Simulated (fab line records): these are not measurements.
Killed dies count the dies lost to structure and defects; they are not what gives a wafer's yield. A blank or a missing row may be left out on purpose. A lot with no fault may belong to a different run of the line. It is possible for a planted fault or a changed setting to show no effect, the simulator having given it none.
The tool behind it: which one? | flow n5-finfet | 10 lots, 28 wafers sampled, at 5 steps of a route of 1938

## WHAT THE GAUGES READ, wafer by wafer
N5_BEOL_M4_RC_MEAS_101.
lot  | measured     | on        | DIBL_N (mV/V)
L508 | day 8 03:50  | prober-01 | 39.8 37.9 39.4
L512 | day 9 00:05  | prober-01 | 37.5 38.7 39.7
L513 | day 9 04:12  | prober-01 | 38.5 38.6 39.4
L514 | day 9 20:33  | prober-02 | 38.0 39.1 40.2
L519 | day 10 11:11 | prober-01 | 36.3 38.9
L520 | day 11 02:44 | prober-01 | 40.5 42.0 40.0
L521 | day 11 03:21 | prober-01 | 34.3 35.9 36.2
L522 | day 11 07:45 | prober-02 | 36.7 36.1 38.2
L524 | day 12 08:22 | prober-02 | 32.8 33.8
L526 | day 12 15:39 | prober-01 | 37.1 36.6 35.7

## EACH LOT AND THE TOOL THAT RAN IT (in order: tool; ch and the chambers of the sampled wafers; start)
lot  | N5_BEOL_M1_ETCH_70                 | N5_BEOL_M1_SPUTTER_79        | N5_BEOL_M1_ANNEAL_95         | N5_BEOL_M1_SPUTTER_96
L508 | rie-diel-06 ch 0,2, day 6 16:16    | pvd-sputter-03, day 6 17:54  | pvd-sputter-03, day 6 19:18  | pvd-sputter-03, day 6 19:26
L512 | rie-diel-06 ch 0,1,3, day 7 12:23  | pvd-sputter-03, day 7 14:18  | pvd-sputter-03, day 7 15:42  | pvd-sputter-03, day 7 15:50
L513 | rie-diel-06 ch 1,3, day 7 15:38    | pvd-sputter-02, day 7 17:33  | pvd-sputter-02, day 7 18:57  | pvd-sputter-02, day 7 19:05
L514 | rie-diel-05 ch 0,1, day 8 02:08    | pvd-sputter-02, day 8 03:58  | pvd-sputter-02, day 8 05:22  | pvd-sputter-02, day 8 05:30
L519 | rie-diel-05 ch 0,3, day 8 22:56    | pvd-sputter-02, day 9 00:56  | pvd-sputter-02, day 9 02:20  | pvd-sputter-02, day 9 02:28
L520 | rie-diel-06 ch 0,3, day 9 14:40    | pvd-sputter-03, day 9 16:50  | pvd-sputter-03, day 9 18:14  | pvd-sputter-03, day 9 18:22
L521 | rie-diel-06 ch 0,2,3, day 9 16:22  | pvd-sputter-03, day 9 18:40  | pvd-sputter-03, day 9 20:04  | pvd-sputter-03, day 9 20:13
L522 | rie-diel-06 ch 1,3, day 9 22:33    | pvd-sputter-02, day 10 00:03 | pvd-sputter-02, day 10 01:27 | pvd-sputter-02, day 10 01:35
L524 | rie-diel-05 ch 0,1, day 10 19:10   | pvd-sputter-02, day 10 21:22 | pvd-sputter-02, day 10 22:46 | pvd-sputter-02, day 10 22:55
L526 | rie-diel-06 ch 1,2,3, day 11 01:13 | pvd-sputter-03, day 11 03:05 | pvd-sputter-03, day 11 04:29 | pvd-sputter-03, day 11 04:38
- N5_BEOL_M1_ETCH_70: etches SOC in N2/H2, target depth 80 nm, overetch 16 nm, time 120 s.
- N5_BEOL_M1_SPUTTER_79: material Cu, target thk 4.5 nm, time 8.29 s.
- N5_BEOL_M1_ANNEAL_95: time 240 s.
- N5_BEOL_M1_SPUTTER_96: material Cu, target thk 4.5 nm, time 8.29 s.

## THE ANSWER, worked out from the rows above alone
Rule: the usual values come from the lots themselves. The widest of any qualifying gaps counts: lots, ordered by their means at a reading, are off when they make up no more than a third of the lots, leave a main group of 4 or more, and stand apart from it by 3 or more times the standard deviation of that group's means. If all means in a main group match to the digits the tables above print for the reading, that group is not used. A lot without any number at a reading at which 4 lots or more have one is off too. All remaining lots with rows at the step are treated as sound.
No lot is off at any reading shown: from this, nothing can be told.

## WHAT HAD BEEN PUT IN BY THE SIMULATOR
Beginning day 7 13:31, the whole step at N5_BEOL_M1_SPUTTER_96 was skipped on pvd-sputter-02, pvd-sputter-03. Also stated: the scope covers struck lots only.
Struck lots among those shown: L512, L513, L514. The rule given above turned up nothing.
